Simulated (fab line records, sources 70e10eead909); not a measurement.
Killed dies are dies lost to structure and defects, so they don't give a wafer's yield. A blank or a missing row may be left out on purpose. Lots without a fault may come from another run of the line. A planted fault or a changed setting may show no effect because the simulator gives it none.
Which tool did it? | flow nand_harc | 13 lots, 38 wafers sampled, at 4 steps of a route of 1302

WHAT THE GAUGES READ, wafer by wafer
The record holds no reading of a measuring or inspecting step that can be judged against a usual standard deviation.

WHICH TOOL RAN EACH LOT (tool, then ch and the chambers of the sampled wafers, then the start)
lot  | NHARC_A_STAIRCASE_STRIP_171          | NHARC_A_STAIRCASE_ETCH_15                     | NHARC_A_STAIRCASE_ETCH_21                     | NHARC_A_STAIRCASE_ETCH_23
L803 | plasma_asher-02 ch 0,1, day 15 16:32 | rie_diel-12 ch 0,2,3, day 15 19:56 or earlier | rie_diel-12 ch 1,3, day 15 19:56 or earlier   | rie_diel-12 ch 1,2, day 15 19:56
L804 | plasma_asher-02 ch 1, day 16 15:57   | rie_diel-12 ch 0,1, day 16 18:56 or earlier   | rie_diel-07 ch 2,3, day 16 18:56 or earlier   | rie_diel-07 ch 2,3, day 16 18:56
L806 | plasma_asher-02 ch 0,1, day 17 01:39 | rie_diel-12 ch 1,2,3, day 17 04:42 or earlier | rie_diel-12 ch 0,1,2, day 17 04:42 or earlier | rie_diel-12 ch 0,1,2, day 17 04:42
L808 | plasma_asher-01 ch 0,1, day 17 01:47 | rie_diel-07 ch 1,2,3, day 17 04:54 or earlier | rie_diel-07 ch 0,1,3, day 17 04:54 or earlier | rie_diel-07 ch 1,3, day 17 04:54
L807 | plasma_asher-01 ch 0,1, day 17 05:56 | rie_diel-07 ch 1,2, day 17 09:40 or earlier   | rie_diel-12 ch 1,2, day 17 09:40 or earlier   | rie_diel-12 ch 0,1,3, day 17 09:40
L815 | plasma_asher-01 ch 0,1, day 21 01:10 | rie_diel-07 ch 2,3, day 21 04:11 or earlier   | rie_diel-11 ch 1,2, day 21 04:11 or earlier   | rie_diel-11 ch 0,3, day 21 04:11
L818 | plasma_asher-02 ch 0,1, day 21 19:40 | rie_diel-12 ch 0,2, day 21 22:53 or earlier   | rie_diel-12 ch 0,2,3, day 21 22:53 or earlier | rie_diel-12 ch 0,3, day 21 22:53
L821 | plasma_asher-02 ch 0,1, day 22 22:55 | rie_diel-07 ch 1,2,3, day 23 02:35 or earlier | rie_diel-07 ch 0,1,3, day 23 02:35 or earlier | rie_diel-07 ch 0,2,3, day 23 02:35
L820 | plasma_asher-02 ch 1, day 22 23:28   | rie_diel-07 ch 0,1, day 23 03:07 or earlier   | rie_diel-12 ch 0,1,3, day 23 03:07 or earlier | rie_diel-12 ch 0,2,3, day 23 03:07
L823 | plasma_asher-02 ch 0,1, day 23 22:53 | rie_diel-11 ch 0,1,2, day 24 02:02 or earlier | rie_diel-12 ch 0,2,3, day 24 02:02 or earlier | rie_diel-12 ch 0,2, day 24 02:02
L824 | plasma_asher-02 ch 1, day 24 20:07   | rie_diel-07 ch 0,2, day 24 23:18 or earlier   | rie_diel-07 ch 0,1,2, day 24 23:18 or earlier | rie_diel-07 ch 1,3, day 24 23:18
L825 | plasma_asher-01 ch 0,1, day 25 01:11 | rie_diel-11 ch 0,1, day 25 04:55 or earlier   | rie_diel-11 ch 0,3, day 25 04:55 or earlier   | rie_diel-11 ch 1,3, day 25 04:55
L826 | plasma_asher-02 ch 0,1, day 25 12:53 | rie_diel-07 ch 0,2,3, day 25 17:13 or earlier | rie_diel-07 ch 0,2,3, day 25 17:13 or earlier | rie_diel-07 ch 0,1,3, day 25 17:13
- NHARC_A_STAIRCASE_STRIP_171: strips in O2.
- NHARC_A_STAIRCASE_ETCH_15: etches the open film in C4F8/O2, target depth 100 nm, time 40.5 s.
- NHARC_A_STAIRCASE_ETCH_21: etches the open film in C4F8/O2, target depth 100 nm, time 40.5 s.
- NHARC_A_STAIRCASE_ETCH_23: etches the open film in C4F8/O2, target depth 100 nm, time 40.5 s.

WHAT THE TOOLS THEMSELVES READ (means of the sampled wafers that have a number; where no wafer has one, the mark that the record gives instead)
NHARC_A_STAIRCASE_STRIP_171. Usual: drypump_motor_current_A 5.8 A, standard deviation 0.36; heater_power_w 367 W, standard deviation 19.
lot  | tool            | drypump_motor_current_A (A) | heater_power_w (W) | flag
L803 | plasma_asher-02 | 6.0                         | 378                |
L804 | plasma_asher-02 | 5.9                         | 395                |
L806 | plasma_asher-02 | 5.9                         | 381                |
L808 | plasma_asher-01 | 5.4                         | 371                |
L807 | plasma_asher-01 | 5.7                         | 355                |
L815 | plasma_asher-01 | 5.5                         | 358                |
L818 | plasma_asher-02 | 6.0                         | 368                |
L821 | plasma_asher-02 | 5.9                         | 372                |
L820 | plasma_asher-02 | 5.9                         | 368                |
L823 | plasma_asher-02 | 5.9                         | 362                |
L824 | plasma_asher-02 | 5.9                         | 366                |
L825 | plasma_asher-01 | 5.7                         | 357                |
L826 | plasma_asher-02 | 6.0                         | 365                |

NHARC_A_STAIRCASE_ETCH_15. Usual: oes_product_au 0.941 a.u., standard deviation 0.011; rf_vpp_V 896 V, standard deviation 5.8.
lot  | tool        | oes_product_au (a.u.) | rf_vpp_V (V) | flag
L803 | rie_diel-12 | 0.949                 | 894          |
L804 | rie_diel-12 | 0.938                 | 894          |
L806 | rie_diel-12 | 0.951                 | 897          |
L808 | rie_diel-07 | 0.957                 | 897          |
L807 | rie_diel-07 | 0.922                 | 902          |
L815 | rie_diel-07 | 0.948                 | 895          |
L818 | rie_diel-12 | 0.940                 | 891          |
L821 | rie_diel-07 | 0.937                 | 897          |
L820 | rie_diel-07 | 0.943                 | 897          |
L823 | rie_diel-11 | 0.949                 | 898          |
L824 | rie_diel-07 | 0.932                 | 896          |
L825 | rie_diel-11 | 0.936                 | 899          |
L826 | rie_diel-07 | 0.932                 | 894          |

NHARC_A_STAIRCASE_ETCH_21. Usual: oes_product_au 0.945 a.u., standard deviation 0.016; rf_vpp_V 896 V, standard deviation 5.9.
lot  | tool        | oes_product_au (a.u.) | rf_vpp_V (V) | flag
L803 | rie_diel-12 | 0.940                 | 896          |
L804 | rie_diel-07 | 0.967                 | 893          |
L806 | rie_diel-12 | 0.948                 | 893          |
L808 | rie_diel-07 | 0.947                 | 893          |
L807 | rie_diel-12 | 0.968                 | 896          |
L815 | rie_diel-11 | 0.974                 | 904          |
L818 | rie_diel-12 | 0.944                 | 893          |
L821 | rie_diel-07 | 0.919                 | 893          |
L820 | rie_diel-12 | 0.926                 | 893          |
L823 | rie_diel-12 | 0.913                 | 892          |
L824 | rie_diel-07 | 0.937                 | 897          |
L825 | rie_diel-11 | 0.945                 | 892          |
L826 | rie_diel-07 | 0.930                 | 895          |

NHARC_A_STAIRCASE_ETCH_23. Usual: oes_product_au 0.943 a.u., standard deviation 0.014; rf_vpp_V 896 V, standard deviation 5.6.
lot  | tool        | oes_product_au (a.u.) | rf_vpp_V (V) | flag
L803 | rie_diel-12 | 0.951                 | 897          |
L804 | rie_diel-07 | 0.952                 | 899          |
L806 | rie_diel-12 | 0.947                 | 894          |
L808 | rie_diel-07 | 0.933                 | 896          |
L807 | rie_diel-12 | 0.944                 | 894          |
L815 | rie_diel-11 | 0.879                 | 894          | OFF
L818 | rie_diel-12 | 0.935                 | 894          |
L821 | rie_diel-07 | 0.929                 | 894          |
L820 | rie_diel-12 | 0.933                 | 892          |
L823 | rie_diel-12 | 0.930                 | 890          |
L824 | rie_diel-07 | 0.931                 | 891          |
L825 | rie_diel-11 | 0.938                 | 903          |
L826 | rie_diel-07 | 0.939                 | 892          |

THE ANSWER, worked out from the rows above alone
Rule: a lot is off if the mean of its wafers that have a number lies more than 3 standard deviations from the usual mean. A lot without any number at a reading at which 4 lots or more have one is off too. The other lots that the step has rows for count as sound. The gauges are gone through in route order, then the tools' own readings, and for those a lot's mean is taken as printed above. The first step at which some lot is off is used, and at that step the reading that is off furthest; a lot without a number counts as furthest.
Off: L815, at NHARC_A_STAIRCASE_ETCH_23 (oes_product_au).
A tool fits if, at that step or a process step before it, it ran every lot that is off, and no sound lot after the first of them. NHARC_A_STAIRCASE_ETCH_15 gives no start for some lots, so the hours and the order of its lots are those of NHARC_A_STAIRCASE_ETCH_23. NHARC_A_STAIRCASE_ETCH_21 gives no start for some lots, so the hours and the order of its lots are those of NHARC_A_STAIRCASE_ETCH_23. None of those tried fits.

WHAT THE SIMULATOR HAD PUT IN
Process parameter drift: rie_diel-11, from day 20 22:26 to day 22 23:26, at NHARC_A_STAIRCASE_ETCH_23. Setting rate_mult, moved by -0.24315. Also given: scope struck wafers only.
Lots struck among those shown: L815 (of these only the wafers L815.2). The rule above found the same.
